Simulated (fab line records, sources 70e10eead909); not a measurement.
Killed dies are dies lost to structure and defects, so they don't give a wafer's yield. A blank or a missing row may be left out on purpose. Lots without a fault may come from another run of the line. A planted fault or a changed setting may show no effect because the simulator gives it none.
Which tool did it? | flow nand_harc | 12 lots, 36 wafers sampled, at 4 steps of a route of 1302

WHAT THE GAUGES READ, wafer by wafer
NHARC_P_M2_THK_MEAS_24: measures by xrf.
lot  | measured     | on            | thk_nm (nm)
L075 | day 6 19:58  | film_metro-01 | 145.9 145.4 144.2
L077 | day 7 21:31  | film_metro-01 | 144.3 143.7 142.5
L079 | day 8 12:10  | film_metro-02 | 144.0 143.6 142.5
L081 | day 9 21:47  | film_metro-01 | 142.4 143.7 142.7
L083 | day 10 08:18 | film_metro-02 | 144.2 140.4 142.5
L085 | day 11 12:35 | film_metro-01 | 144.9 140.2 145.0
L087 | day 11 19:53 | film_metro-01 | 146.8 144.8 146.1
L089 | day 12 12:35 | film_metro-02 | 144.2 143.3 143.9
L091 | day 13 11:53 | film_metro-02 | 144.6 143.9 144.4
L093 | day 14 07:46 | film_metro-01 | 145.5 144.7 144.1
L095 | day 15 03:00 | film_metro-01 | 145.5 144.7 147.0
L097 | day 16 01:46 | film_metro-02 | 145.4 143.5 146.7

WHICH TOOL RAN EACH LOT (tool, then ch and the chambers of the sampled wafers, then the start)
lot  | NHARC_P_M2_DEGAS_29          | NHARC_P_M2_PRE_CLEAN_30                 | NHARC_P_M2_ANNEAL_31
L075 | pvd_sputter-03, day 6 18:35  | pvd_sputter-03, day 6 19:22 or earlier  | rtp_anneal-02 ch 0, day 6 19:22
L077 | pvd_sputter-03, day 7 20:07  | pvd_sputter-03, day 7 20:51 or earlier  | rtp_anneal-02 ch 0, day 7 20:51
L079 | pvd_sputter-01, day 8 10:46  | pvd_sputter-01, day 8 11:30 or earlier  | rtp_anneal-02 ch 0, day 8 11:30
L081 | pvd_sputter-02, day 9 20:23  | pvd_sputter-02, day 9 21:14 or earlier  | rtp_anneal-01 ch 0, day 9 21:14
L083 | pvd_sputter-02, day 10 06:55 | pvd_sputter-02, day 10 07:41 or earlier | rtp_anneal-02 ch 0, day 10 07:41
L085 | pvd_sputter-03, day 11 10:05 | pvd_sputter-03, day 11 11:55 or earlier | rtp_anneal-02 ch 0, day 11 11:55
L087 | pvd_sputter-01, day 11 18:29 | pvd_sputter-01, day 11 19:20 or earlier | rtp_anneal-01 ch 0, day 11 19:20
L089 | pvd_sputter-03, day 12 11:11 | pvd_sputter-03, day 12 12:01 or earlier | rtp_anneal-01 ch 0, day 12 12:01
L091 | pvd_sputter-03, day 13 10:31 | pvd_sputter-03, day 13 11:17 or earlier | rtp_anneal-01 ch 0, day 13 11:17
L093 | pvd_sputter-02, day 14 06:22 | pvd_sputter-02, day 14 07:06 or earlier | rtp_anneal-02 ch 0, day 14 07:06
L095 | pvd_sputter-02, day 15 01:36 | pvd_sputter-02, day 15 02:30 or earlier | rtp_anneal-01 ch 0, day 15 02:30
L097 | pvd_sputter-02, day 16 00:23 | pvd_sputter-02, day 16 01:07 or earlier | rtp_anneal-02 ch 0, day 16 01:07
- NHARC_P_M2_DEGAS_29: time 60 s.
- NHARC_P_M2_PRE_CLEAN_30: time 30 s.
- NHARC_P_M2_ANNEAL_31: time 90 s.

THE ANSWER, worked out from the rows above alone
Rule: what is usual is taken from the lots themselves. Put in order of their means at a reading, lots are off if they are a third of the lots or fewer, leave a main group of 4 or more, and stand apart from it by a gap of 3 or more times the standard deviation of the main group's means; of several such gaps the widest counts. A main group whose means are all the same, to the digits that the tables above print for the reading, isn't used. A lot without any number at a reading at which 4 lots or more have one is off too. The other lots that the step has rows for count as sound.
No lot is off at any reading shown: from this, nothing can be told.

WHAT THE SIMULATOR HAD PUT IN
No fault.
